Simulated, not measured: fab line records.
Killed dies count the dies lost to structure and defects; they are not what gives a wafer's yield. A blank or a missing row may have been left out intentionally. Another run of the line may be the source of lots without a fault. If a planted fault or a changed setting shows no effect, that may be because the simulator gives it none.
Chamber matching ; flow nand_harc ; pecvd-01 running NHARC_P_GATE_DEP_103: 3 sister chambers
The step deposits SiON, target thk 30 nm. 6 wafers are shown with their chamber, then 7 later ones without.

## WAFERS WITH THEIR CHAMBER
wafer;chamber;heater_power_w (W)
L218.2;1;760
L219.1;2;781
L219.5;2;749
L219.6;0;752
L222.1;1;770
L222.2;0;695

## WAFERS WHOSE CHAMBER IS MISSING
wafer;heater_power_w (W)
L222.3;662
L221.1;733
L221.3;759
L221.5;728
L227.1;721
L227.3;732
L227.4;711

## WHICH CHAMBER EACH ONE RAN IN
wafer;from the rows above;in truth
L222.3;can't be placed: 0 or 1 or 2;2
L221.1;can't be placed: 0 or 1 or 2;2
L221.3;can't be placed: 1 or 2 or 0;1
L221.5;can't be placed: 0 or 1 or 2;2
L227.1;can't be placed: 0 or 1 or 2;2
L227.3;can't be placed: 0 or 1 or 2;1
L227.4;can't be placed: 0 or 1 or 2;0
Correctly placed: 0 of 7. Can't be placed from these rows: 7 (the true chamber is among the candidates in 7). Wrongly placed: 0.
How it was worked out, from the rows above alone: a wafer's distance from a chamber is the root of the sum, over the readings, of the square of ((its reading less the chamber's mean) divided by the reading's scatter). The wafer belongs to the nearest chamber; if the next one is less than 2 further off, it can't be placed. The mean given for a chamber averages the wafers shown for that chamber. The scatter: the root of (the sum of the squares of (reading less its chamber's mean) over the shown wafers, divided by (wafers less chambers)).
